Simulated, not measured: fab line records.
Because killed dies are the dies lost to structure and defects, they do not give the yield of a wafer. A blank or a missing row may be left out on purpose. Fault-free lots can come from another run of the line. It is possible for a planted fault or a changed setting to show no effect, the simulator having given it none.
fab line records    flow n5-finfet
[record] lots = 4  wafers = 11  last-day = 16
route steps=1938 shown SD_EPI_P@309 SD_ACTIVATION@330 ILD0@335 SDB@347 MOL_CONTACT_COAG@538 BEOL_M4@1111 PASSIVATION@1936
lots that met no fault: taken from a fault-free run of the same line
start-h: the number of hours between the record's first day and the start of the first shown wafer of the lot    wait-h: hours from the lot's prior step to this one    " repeats the value in the row above    L1.1+2: a row that stands for several wafers    - value missing, or start not given    * or withheld: withheld    < > ~ a bound
route shown NAME@n: a module of which the file shows steps, and the number in the route of the first    usual: mean/standard deviation taken from wafers without a fault    same: alike in all rows    chamber/n: place in a boat    sites: readings site by site    _std_site: standard deviation of those values    _edge_site: outer sites' mean less inner sites'    radius-mm: for every site, how far away it sits from the centre of the wafer    mask NAME#n: copy n    behind: the last tool/chamber to shape the wafer    hold: why the lot went on hold/how many hours it stayed there/how the hold came to an end    device: the transistor (n, p or np) that didn't switch    end of line: the same wafers' tests at the end of the route    a step without rows: its recipe alone    killed: dies lost to structure and defects at the first sort, not the wafer's yield    map: shows each die of a wafer: x if killed, . if not, _ if none is there
set.NAME: the setting the step ran with; set.NAME@STEP: the setting that earlier step ran with    model.NAME: the simulator's own value behind a step, which no gauge read
a table for each step, a row for each wafer; lots at some steps of the route
services: a tool's chamber out of use, with start hour (start-h, from the record's first day; less than 0 if before it), hours out, and reason
[[steps]]
[step N5_SD_EPI_P_STRIP_38]
[recipe] chemistry = N2/H2  temp-c = 40  n2-flow-sccm = 200  h2-flow-sccm = 200  rf-frequency-hz = 6e+07
[step N5_SD_EPI_P_ETCHBACK_46]
[recipe] chemistry = CH3F/O2  mode = anisotropic-etchback  target = SiNx  target-depth-a = 175  stop-on = SiO2  over-etch-frac = 0.3  ion-energy-ev = 120  pressure-mtorr = 30  source-w = 395  bias-w = 73  Ar_flow_sccm = 150  CH3F_flow_sccm = 30  O2_flow_sccm = 20
[step N5_SD_EPI_P_ETCH_47]
[recipe] chemistry = CH3F/O2  target = SiOCN  target-depth-a = 250  mask-material = SOC  ion-energy-ev = 60  bias-w = 29  pressure-mtorr = 30  source-w = 410  Ar_flow_sccm = 150  CH3F_flow_sccm = 30  O2_flow_sccm = 20
[step N5_SD_EPI_P_ETCH_16]
[recipe] chemistry = CHF3/O2  target = SiO2  target-depth-a = 50  mask-material = SOC  pressure-mtorr = 30  source-w = 650  bias-w = 170  Ar_flow_sccm = 200  CHF3_flow_sccm = 50  O2_flow_sccm = 5  ion-energy-ev = 200
[step N5_SD_EPI_P_STRIP_50]
[recipe] chemistry = CHF3/O2  resist = SiARC  rf-frequency-hz = 6e+07
[step N5_SD_EPI_P_SD_RECESS_17]
[recipe] chemistry = HBr/Cl2/O2  target-depth-a = 391  bt-time-s = 3  pressure-mtorr = 10  icp-w = 800  bias-w = 112  HBr_flow_sccm = 150  Cl2_flow_sccm = 80  O2_flow_sccm = 12
[step N5_SD_EPI_P_WET_ETCH_45]
[recipe] chemistry = dHF  dilution = withheld  time-s = 10.7  target = SiO2  target-depth-a = 20  temp-c = 25  dry = ipa-marangoni  rinse-time-s = 30  rinse-temp-c = 23
[step N5_SD_EPI_P_STRIP_40]
[recipe] chemistry = N2/H2  power-w = 1000  temp-c = 250  h2-frac = 0.65  overash-fraction = 0.3  pressure-mtorr = withheld  n2-flow-sccm = 1750  h2-flow-sccm = 3250
[step N5_SD_EPI_P_PRECLEAN_52]
[recipe] chemistry = O3/DIW  time-s = 60  temp-c = 22  o3-ppm = 10
[step N5_SD_EPI_P_SRD_20]
[recipe] dry = ipa-marangoni  do-ppb = 5  time-s = 30  temp-c = 23  rinse-liquid = diw
[step N5_SD_EPI_P_PRECLEAN_51]
[recipe] chemistry = NF3:NH3  afs-cycles = 1  temp-c = 30  time-s = 20  sublimation-temp-c = 180  sublimation-time-s = 60  pressure-torr = 3  rf-power-w = 30
[step N5_SD_EPI_P_VAPOR_ETCH_44]
[recipe] chemistry = NF3/Ar  target = SiGe30  temp-c = 25  time-s = 3.3  mode = isotropic
[step N5_SD_EPI_P_EPI_21]
[recipe] material = SiGe:B  dopant = B  temp-c = 550  pressure-torr = 20  ambient = H2  time-s = 355
[usual] epi-growth-time-s = 355/0
lot.wafer  tool          chamber  start-h  wait-h  epi-growth-time-s  model.SiGe-B_of_SD_EPI_P_EPI_21.thk-nm
L365.3     epi-rpcvd-03  0        67.53    0.8     355                60.4
L365.5     "             0        "        "       355                60.4
L365.6     "             0        "        "       355                61.6
L372.1     epi-rpcvd-03  0        114.80   0.1     259.36             48.2
L372.3     "             0        "        "       355                61.6
L372.4     "             0        "        "       355                61.4
L375.1     epi-rpcvd-03  0        128.02   0.2     259.36             48.4
L375.5     "             0        129.94   2.0     259.36             48
L383.1     epi-rpcvd-02  0        180.29   0.1     355                60
L383.4     "             0        181.37   1.1     355                60.4
L383.6     "             0        "        "       355                60.4
[step N5_SD_EPI_P_EPI_MEAS_23]
[recipe] mode = xrd
[usual] thk-nm = 61.0/1.1
lot.wafer  tool           chamber  start-h  wait-h  thk-nm
L365.3     film-metro-02  -        69.01    1.1     62.3
L365.5     "              -        "        "       61.0
L365.6     "              -        "        "       61.1
L372.1     film-metro-01  -        117.01   1.9     48.9
L372.3     "              -        "        "       62.7
L372.4     "              -        "        "       61.6
L375.1     film-metro-02  -        130.94   2.4     49.3
L375.5     "              -        "        "       48.6
L383.1     film-metro-01  -        182.49   1.8     58.1
L383.4     "              -        "        "       60.5
L383.6     "              -        "        "       60.7
[step N5_SD_EPI_P_HM_STRIP_48]
[recipe] chemistry = H3PO4  temp-c = 160  material = SiNx  target = SiNx  target-depth-a = 30  overetch-fraction = 0.3
[step N5_SD_EPI_P_SRD_49]
[recipe] dry = ipa-marangoni  time-s = 30  temp-c = 23  rinse-liquid = diw
[step N5_SD_EPI_P_PRECLEAN_24]
[recipe] chemistry = O3/DIW  time-s = 45  temp-c = 22  o3-ppm = 10
[step N5_SD_EPI_P_PRECLEAN_32]
[recipe] chemistry = dHF  time-s = 10  dilution = 500:1  temp-c = 25
[step N5_SD_EPI_P_PRECLEAN_33]
[recipe] chemistry = SC2  time-s = 45  temp-c = 35  mix = 1:1:50
[step N5_SD_EPI_P_SRD_25]
[recipe] time-s = 30  temp-c = 23  rinse-liquid = diw  dry = ipa-marangoni
[step N5_SD_ACTIVATION_RTA_00]
[recipe] temp-c = 975  time-s = 0  ambient = N2  idle-temp-c = 600  ramp-up-c-per-s = 150  ramp-down-c-per-s = 60  cool-to-c = 600
[step N5_SD_ACTIVATION_LSA_01]
[recipe] temp-c = 1080  time-s = 0.0008  ambient = N2
[step N5_SD_ACTIVATION_RS_MEAS_03]
[recipe] thk-meas-gauge = four-point-probe
[usual] RS_SD_N = 21.85/0.27  RS_SD_P = 56.2/0.78
lot.wafer  tool           chamber  start-h  wait-h  RS_SD_N[ohm/sq]  RS_SD_P[ohm/sq]
L365.3     film-metro-01  -        69.65    0.2     21.81            57.1
L365.5     "              -        "        "       21.76            56.8
L365.6     "              -        "        "       21.91            56.3
L372.1     film-metro-02  -        117.64   0.2     22.22            70.2
L372.3     "              -        "        "       22.10            54.8
L372.4     "              -        "        "       22.11            55.4
L375.1     film-metro-01  -        131.55   0.2     21.93            70.5
L375.5     "              -        "        "       22.13            71.2
L383.1     film-metro-01  -        183.42   0.2     21.55            57.6
L383.4     "              -        "        "       21.89            57.7
L383.6     "              -        "        "       22.03            57.4
[step N5_ILD0_LINER_00]
[recipe] material = SiNx  target-thk-a = 40  temp-c = 400  ald-precursor-family = SiH2I2  ald-co-reactant = N2/H2-plasma  pulse-time-s = 1  purge-time-s = 2  co-reactant-purge-time-s = 2  ald-cycles = 80  pressure-torr = 2
[step N5_ILD0_FCVD_FILL_01]
[recipe] material = SiO2_flowable  target-thk-a = 2000  temp-c = 100  pressure-torr = 0.8  rf-w = 2000  time-s = 328.3
[step N5_ILD0_CURE_02]
[recipe] temp-c = 450  time-s = 1800  ambient = steam  idle-temp-c = 400  ramp-up-c-per-min = 5  ramp-down-c-per-min = 3  densification-p-h2o-torr = 640
[step N5_ILD0_CMP_03]
[recipe] stop-on = SiNx  t-overpolish-s = 1.9  post-cmp-clean = alkaline-brush  down-force-psi = 4.1491  platen-rpm = 51.796  pad-velocity-m-s = 1.0306  target-thk-nm = 197.38
[step N5_ILD0_CMP_07]
[recipe] stop-on = poly-Si  material = SiO2_flowable  t-overpolish-s = 1.18  post-cmp-clean = alkaline-brush  down-force-psi = 4.1491  platen-rpm = 51.796  pad-velocity-m-s = 1.0306  target-thk-nm = 138.88
[step N5_ILD0_PRECLEAN_10]
[recipe] chemistry = NF3:NH3  afs-cycles = 5  time-s = 20  temp-c = 30  sublimation-temp-c = 180  sublimation-time-s = 60  pressure-torr = 3  rf-power-w = 30
[step N5_ILD0_ALD_15]
[recipe] material = SiNx  target-thk-a = 240  temp-c = 400  ald-precursor-family = SiH2I2  ald-co-reactant = N2/H2-plasma  pulse-time-s = 1  ald-cycles = 480  purge-time-s = 2  co-reactant-purge-time-s = 2  pressure-torr = 2
[step N5_ILD0_CMP_12]
[recipe] stop-on = poly-Si  material = SiNx  t-overpolish-s = 6  post-cmp-clean = alkaline-brush  down-force-psi = 2.5  platen-rpm = 51.8  pad-velocity-m-s = 1.0307  target-thk-nm = 17.67
[step N5_SDB_HM_DEP_00]
[recipe] material = SiNx  target-thk-a = 400  temp-c = 400  precursor = SiH4/NH3/N2  pressure-torr = 1.5  rf-w = 300  time-s = 35.3
[step N5_SDB_COAT_03]
[recipe] resist = SOC  temp-c = 250  time-s = 60  spin-rpm = 1500  resist-thk-nm = 100
[step N5_SDB_COAT_04]
[recipe] resist = SiARC  temp-c = 220  time-s = 60  spin-rpm = 1500  resist-thk-nm = 18
[step N5_SDB_COAT_05]
[recipe] resist = CAR-ArF  spin-rpm = 1500  resist-thk-nm = 90
[step N5_MOL_CONTACT_COAG_ETCH_110]
[recipe] chemistry = CF4/O2  target = Si  target-depth-a = 25  time-s = 8  pressure-mtorr = 100  source-w = 200  bias-w = 12  ion-energy-ev = 60  Ar_flow_sccm = 100  cf4-flow-sccm = 100  O2_flow_sccm = 10
[usual] chamber-pressure-mTorr = 100.00/0.089  drypump-motor-current-A = 5.8/0.4  oes-product-au = 0.79/0.098  rf-vpp-V = 127.2/1.5  showerhead-plenum-p-Torr = 2.18/0.055  throttle-valve-pct = 10.82/0.29
lot.wafer  tool         chamber  start-h  wait-h  chamber-pressure-mTorr  drypump-motor-current-A  oes-product-au  rf-hours-counter-h  rf-vpp-V  showerhead-plenum-p-Torr  throttle-valve-pct  model.SiGe-B_of_SD_EPI_P_EPI_21.thk-nm
L365.3     rie-diel-02  0        100.01   0.0     100.11                  5.9                      0.72            184                 126.0     2.12                      10.90               57.8
L365.5     "            3        "        "       99.95                   6.1                      0.73            -                   124.8     2.14                      11.23               57.4
L365.6     "            2        "        "       99.84                   6.1                      0.77            -                   130.4     2.31                      11.10               58.6
L372.1     rie-diel-06  3        146.60   0.0     100.07                  6.2                      0.76            158                 128.4     2.15                      10.87               46
L372.3     "            0        "        "       99.93                   5.8                      0.96            7                   129.4     2.19                      10.45               58.6
L372.4     "            0        "        "       100.06                  5.8                      0.97            -                   127.3     2.19                      10.45               58.4
L375.1     rie-diel-06  0        162.25   0.0     99.91                   5.8                      0.94            14                  129.2     2.19                      10.48               46.2
L375.5     "            1        "        "       99.86                   6.0                      0.73            -                   128.6     2.22                      10.94               45.8
L383.1     rie-diel-02  3        213.39   0.0     100.00                  6.1                      0.71            208                 125.9     2.13                      11.34               57
L383.4     "            2        "        "       99.72                   6.2                      0.74            196                 128.3     2.29                      11.22               57.6
L383.6     "            0        "        "       99.91                   5.9                      0.69            -                   125.7     2.11                      11.02               57.6
[step N5_BEOL_M4_RC_MEAS_101]
[usual] DIBL_N = 36.4/1.3  DIBL_P = 36.5/1.7  IOFF_N = 0.154/0.022  IOFF_P = 0.202/0.025  ION_N = 671/9.8  ION_P = 460/6.8  REXT_P = 100.7/2.5  RS_SD_P = 66.0/0.93  SS_N = 71.6/0.54  SS_P = 73.4/0.58  VT_N = 250.9/2.8  VT_P = -251.4/2.7  VT_P_LVT = -100.2/2.7
lot.wafer  tool       chamber  start-h  wait-h  DIBL_N[mV/V]  DIBL_P[mV/V]  IOFF_N[nA/um]  IOFF_P[nA/um]  ION_N[uA/um]  ION_P[uA/um]  REXT_P[ohm.um]  RS_SD_P[ohm/sq]  SS_N[mV/dec]  SS_P[mV/dec]  VT_N[mV]  VT_P[mV]  VT_P_LVT[mV]
L365.3     prober-02  0        175.91   0.3     38.6          38.6          0.195          0.227          683           461           107.2           66.5             72.3          74.1          248.4     -252.8    -101.3
L365.5     "          0        "        "       36.7          36.6          0.159          0.193          674           454           106.4           66.8             71.5          73.1          252.6     -253.6    -103.8
L365.6     "          0        "        "       35.7          35.6          0.140          0.183          666           453           104.4           65.3             71.4          73.6          252.6     -255.7    -104.3
L372.1     prober-01  0        224.24   0.0     37.1          39.2          0.170          0.170          677           440           112.1           83.3             72.1          73.5          248.3     -259.7    -105.4
L372.3     "          0        "        "       37.0          38.3          0.168          0.211          666           455           100.6           64.7             72.5          73.1          251.1     -252.3    -98.5
L372.4     "          0        "        "       35.2          36.1          0.137          0.183          666           459           101.3           65.7             71.1          72.8          250.0     -251.6    -100.4
L375.1     prober-01  0        230.23   0.0     35.9          39.8          0.157          0.155          673           438           110.2           83.0             71.7          73.6          249.1     -261.9    -110.5
L375.5     "          0        "        "       34.5          38.5          0.130          0.132          668           432           112.4           83.6             71.6          72.3          254.5     -265.7    -113.0
L383.1     prober-01  0        295.71   0.0     37.2          37.3          0.181          0.229          686           466           101.4           67.2             71.5          74.3          246.2     -252.0    -96.2
L383.4     "          0        "        "       37.4          36.9          0.176          0.230          676           461           101.8           67.7             72.2          74.3          249.3     -249.1    -96.2
L383.6     "          0        "        "       37.0          36.0          0.167          0.210          672           453           101.4           67.1             71.8          73.7          251.2     -250.0    -97.1
[step N5_PASSIVATION_PROBE_49]
[usual] defect-limited-yield = 91.1/1.3  killed_at_M0_to_M3 = 34/10  killed_at_M4_up = 14/5.7  killed-at-contacts = 12/5.9  killed-at-front-end = 41/12  killed-at-other = 4/3.1  killed-dies = 105/15  killed-open = 69/11  killed-short = 35/7.8  sort_bin_5_function = 5.3/0.81  sort_bin_6_memory = 3.3/0.75  sort_bin_8_speed = 0.00/0.007  sort-n-pass = 1075/15  sort-yield-pct = 91.1/1.3
[same] gross-dies = 1180  killed-at-back-side = 0  sort_bin_4_leakage[%] = 0
lot.wafer  tool       chamber  start-h  wait-h  defect-limited-yield[%]  killed_at_M0_to_M3  killed_at_M4_up  killed-at-contacts  killed-at-front-end  killed-at-other  killed-dies  killed-open  killed-short  sort_bin_5_function[%]  sort_bin_6_memory[%]  sort_bin_8_speed[%]  sort-n-pass  sort-yield-pct[%]
L372.1     prober-01  -        324.50   0.0     91.4                     34                  16               9                   40                   2                101          61           35            5.1                     3.3                   0.25                 1076         91.2
L372.3     prober-01  -        324.60   0.1     91.9                     27                  16               18                  29                   6                96           69           18            4.8                     2.8                   0                    1084         91.9
L372.4     prober-01  -        324.65   0.2     93.6                     27                  11               0                   34                   3                75           44           24            3.9                     2.0                   0                    1105         93.6
L375.1     prober-02  -        343.66   0.0     91.0                     25                  21               12                  42                   6                106          66           39            5.0                     3.6                   0.08                 1073         90.9
L375.5     prober-02  -        343.86   0.2     91.7                     31                  16               8                   40                   3                98           63           34            4.5                     3.6                   3.31                 1043         88.4
L383.1     prober-02  -        392.59   0.0     91.9                     31                  13               14                  37                   0                95           72           23            5.1                     2.9                   0                    1085         91.9
L383.4     prober-02  -        392.74   0.2     91.0                     33                  4                22                  46                   1                106          77           27            5.2                     3.2                   0                    1074         91.0
L383.6     prober-02  -        392.84   0.3     90.6                     42                  9                14                  43                   3                111          72           33            5.8                     3.1                   0                    1069         90.6
// killed by level:class
L372.1 BEOL_M0_SAQP:geometric-particle:open=15 STI_FIN_REVEAL:geometric-particle:open=10 BEOL_M0_SAQP:geometric-particle:short=10 MOL_CONTACT_COAG:geometric-particle:open=7 FIN_SAQP:geometric-particle:open=6 FIN_SAQP:geometric-particle:short=6 BEOL_M4:geometric-particle:open=5 GATE_CUT:geometric-particle:short=4
L372.3 MOL_CONTACT_COAG:geometric-particle:open=15 STI_FIN_REVEAL:geometric-particle:open=7 BEOL_M3:geometric-particle:open=6 STARTING-WAFER:geometric-particle:open=5 BEOL_M0_SAQP:geometric-particle:short=4 BEOL_M2:geometric-particle:open=4 HKMG_FIN:area-etch=4 MOL_CONTACT_COAG:geometric-particle:short=3
L372.4 BEOL_M0_SAQP:geometric-particle:open=9 STI_FIN_REVEAL:geometric-particle:open=7 BEOL_M0_SAQP:geometric-particle:short=7 FIN_SAQP:geometric-particle:open=5 FIN_SAQP:geometric-particle:short=5 DUMMY_GATE:geometric-particle:open=5 BEOL_M2:geometric-particle:open=3 BEOL_M5:geometric-particle:open=3
L375.1 BEOL_M4:geometric-particle:open=12 MOL_CONTACT_COAG:geometric-particle:open=10 FIN_SAQP:geometric-particle:short=8 FIN_SAQP:geometric-particle:open=7 BEOL_M0_SAQP:geometric-particle:open=6 STI_FIN_REVEAL:geometric-particle:open=5 ILD0:geometric-particle:short=5 BEOL_M1:geometric-particle:open=5
L375.5 STI_FIN_REVEAL:geometric-particle:open=17 BEOL_M0_SAQP:geometric-particle:short=10 BEOL_M4:geometric-particle:open=8 MOL_CONTACT_COAG:geometric-particle:open=8 FIN_SAQP:geometric-particle:open=5 BEOL_M0_SAQP:geometric-particle:open=5 FIN_SAQP:geometric-particle:short=4 BEOL_M3:geometric-particle:open=4
L383.1 STI_FIN_REVEAL:geometric-particle:open=11 MOL_CONTACT_COAG:geometric-particle:open=10 FIN_SAQP:geometric-particle:open=9 BEOL_M0_SAQP:geometric-particle:open=9 BEOL_M3:geometric-particle:open=7 GATE_CUT:geometric-particle:open=4 MOL_CONTACT_COAG:geometric-particle:short=4 BEOL_M5:geometric-particle:open=4
L383.4 MOL_CONTACT_COAG:geometric-particle:open=21 STI_FIN_REVEAL:geometric-particle:open=16 BEOL_M0_SAQP:geometric-particle:short=9 DUMMY_GATE:geometric-particle:open=6 BEOL_M0_SAQP:geometric-particle:open=6 FIN_SAQP:geometric-particle:short=5 BEOL_M1:geometric-particle:open=5 BEOL_M3:geometric-particle:open=5
L383.6 DUMMY_GATE:geometric-particle:open=14 BEOL_M0_SAQP:geometric-particle:short=13 MOL_CONTACT_COAG:geometric-particle:open=8 BEOL_M0_SAQP:geometric-particle:open=8 BEOL_M2:geometric-particle:open=8 STI_FIN_REVEAL:geometric-particle:open=7 BEOL_M3:geometric-particle:open=7 MOL_CONTACT_COAG:geometric-particle:short=6
// map L372.1 (x killed, . not)
_________________............________________
______________...........x....x._____________
___________........x..xx..........x__________
__________............x..x..x......._________
________...........x.................._______
_______..............x.................______
______.x.....x...x..............x...x..._____
_____...x.............x...x....x.........____
____.x.x...xx............x.............x..___
___.......x...........x....................__
___..x.............x...........x......x....__
__.x..................x........x...........x_
__..x..................................x.x.x_
_..................x.........x......x....x...
_........x...................................
_x...........x..................x............
_..........x...........................x.....
_..................x..x......................
_.......x......x.....x..........x.x..........
_..........................x.................
_......x.................x.xx....x...........
__....x..............................x...x.._
__.x............x..........x.....x.......x.._
___...x........................x......x.x..__
___.....x...................x..x...........__
____.x................xx.........x........___
_____...................x..x.............____
______.x.....x..........x..............._____
_______........x..x....................______
________....x............x......x....._______
__________..x......................._________
___________.....x....x....x.......x__________
______________..x...x....xx....._____________
_________________............________________
// map L375.1 (x killed, . not)
_________________............________________
______________.................._____________
___________........................__________
__________.....x...................x_________
________.............................._______
_______x....x.........x................______
______...x..................xx....x..x.._____
_____..................x........x........____
____x...........x......x.x.....x....x.....___
___..x...xx................................__
___.x.................x...........x........__
__.............x...........................x_
__..........x..............................._
_...x....x.....x.....x...x...................
_..............x...x.................x.......
_...............x.x..x............x....x.....
_........xx......x.......x...........xx....x.
_.....x.....x...x...........x......xx.x...x..
_........x..............x..........x..x......
_.x........................x..........x......
_.....x....xx...........x...........x........
__....x......................x....x........._
__.........x.....................x.........._
___..x.....x.................x....x...x....__
___.....x...............x.x..x...........x.__
____...x....x....x...........x.........x..___
_____.................x..xx............x.____
______..........x.......x............x.._____
_______x................x......x.......______
________x...........x.....x....x......_______
__________.......x.................._________
___________.............x..........__________
______________.....x..x........._____________
_________________.........x..________________
[[services]]
tool          chamber  start-h  hours  kind
rie-diel-02   2        90.82    4.3    repair
rie-diel-06   0        102.20   -      clean
rie-diel-06   0        102.20   -      consumable-replace:focus-ring
rie-diel-06   0        102.20   26.8   scheduled-down
rie-diel-06   0        102.20   26.8   vent-cycle
epi-rpcvd-02  -        104.08   27.2   pm
rie-diel-06   2        129.03   -      clean
rie-diel-06   2        129.03   -      consumable-replace:focus-ring
rie-diel-06   2        129.03   18.5   scheduled-down
rie-diel-06   2        129.03   18.5   vent-cycle
epi-rpcvd-03  -        150.90   1.0    repair
rie-diel-02   2        180.54   3.9    repair
rie-diel-06   2        209.85   1.5    repair
[[key]]
[first-sign] step = N5_SD_EPI_P_EPI_21  reading = epi-growth-time-s  direction = down  sigmas = 99+  usual = *  struck = *
[effect] step = N5_SD_EPI_P_EPI_MEAS_23  reading = thk-nm  direction = down  sigmas = 11  usual = *  struck = *
[effect] step = N5_SD_ACTIVATION_RS_MEAS_03  reading = RS_SD_P  direction = up  sigmas = 19  usual = 56.2  struck = 70.6
[effect] step = N5_BEOL_M4_RC_MEAS_101  reading = RS_SD_P  direction = up  sigmas = 19  usual = 66.0  struck = 83.3
[effect] step = N5_BEOL_M4_RC_MEAS_101  reading = REXT_P  direction = up  sigmas = 4.3  usual = 100.7  struck = 111.6
[effect] step = N5_BEOL_M4_RC_MEAS_101  reading = VT_P  direction = down  sigmas = 4.1  usual = -251.4  struck = -262.4
[effect] step = N5_BEOL_M4_RC_MEAS_101  reading = VT_P_LVT  direction = down  sigmas = 3.5  usual = -100.2  struck = -109.7
[effect] step = N5_BEOL_M4_RC_MEAS_101  reading = ION_P  direction = down  sigmas = 3.4  usual = 460  struck = 437
[effect] step = N5_PASSIVATION_PROBE_49  reading = sort_bin_8_speed  direction = up  sigmas = 14  usual = 0.00  struck = 1.21  wafers-moved = 2
[model-effect] step = N5_SD_EPI_P_EPI_21  value = SiGe-B_of_SD_EPI_P_EPI_21.thk-nm  without = 60.87  struck = 48.2
[model-effect] step = N5_MOL_CONTACT_COAG_ETCH_110  value = SiGe-B_of_SD_EPI_P_EPI_21.thk-nm  without = 57.93  struck = 46
met-at N5_SD_EPI_P_EPI_21
struck-wafers L372.1,L375.1,L375.5
onset-between 67.53 114.80
[fault] kind = process-parameter-drift  tool = epi-rpcvd-03  chamber = -  onset-h = 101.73  steps = N5_SD_EPI_P_EPI_21  channel = epi-growth-time-s  offset = *  shape = step  end-h = 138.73  scope = struck-wafers-only  acts-in = *  stated = *
